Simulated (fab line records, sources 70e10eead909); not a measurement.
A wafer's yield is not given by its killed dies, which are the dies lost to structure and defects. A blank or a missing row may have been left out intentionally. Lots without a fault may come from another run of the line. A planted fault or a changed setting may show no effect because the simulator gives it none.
2 desks, one fault :: flow nand-harc :: only its own numbers are on each desk; what lay behind them is given at the end

## AT THE TOOL OWNER'S DESK: pecvd-01
The tool's own readings at NHARC_A_SGD_CUT_DEP_00 (deposits SiNx, target thk 50 nm): means of the sampled wafers that have a number, for each lot that ran on this tool. The brackets show how far a lot's mean lies from the usual mean; more than 4 standard deviations puts the lot out of limits, marked OUT.
Columns: A = heater-power-outer-w at NHARC_A_SGD_CUT_DEP_00, usual 445 W; B = heater-power-w at NHARC_A_SGD_CUT_DEP_00, usual 762 W; C = rf-fwd-power-W at NHARC_A_SGD_CUT_DEP_00, usual 448.4 W
lot: L987
first seen here: day 20 09:26
A: 431
B: 781
C: 447.6

lot: L998
first seen here: day 24 14:49
A: 440
B: 775
C: 400.5 (-32) OUT

lot: L100
first seen here: day 26 02:43
A: 504
B: 867
C: 401.8 (-31) OUT
This desk finds L100, L998 out of limits, L998 being first, at day 24 14:49 (rf-fwd-power-W at NHARC_A_SGD_CUT_DEP_00). L987 stayed within limits.

## THE DEFECT DESK
Lot by lot, what the route's inspections counted, given as the mean of those sampled wafers with a number. The brackets show how far a lot's mean lies from the usual mean; more than 4 standard deviations puts the lot out of limits, marked OUT.
Columns: A = raw-defect-count at NHARC_A_STAIRCASE_INSPECT_155, usual 465
lot: L987
first seen here: day 20 09:19
A: 575

lot: L991
first seen here: day 22 14:36
A: 318

lot: L998
first seen here: day 24 14:44
A: 550

lot: L100
first seen here: day 26 02:36
A: 426

lot: L103
first seen here: day 27 09:16
A: 499

lot: L104
first seen here: day 27 12:38
A: 269
This desk found nothing out of limits on any of the 6 lots.

## BROUGHT TOGETHER
On L100, L998, at day 24 14:49, an alarm was possible from the tool owner's desk.
The defect desk saw nothing out of limits.
The defect desk has L100, L998 on record, within its limits.
NHARC_A_SGD_CUT_DEP_00 was run on pecvd-01 by each of the lots named.

## WHAT HAD BEEN PUT IN BY THE SIMULATOR
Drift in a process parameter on pecvd-01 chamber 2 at NHARC_A_SGD_CUT_DEP_00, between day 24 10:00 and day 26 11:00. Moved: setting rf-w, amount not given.
Lots struck among those shown: L100, L998.
Each desk's first reading out of limits, in hours after the fault started: the tool owner's desk, 5.
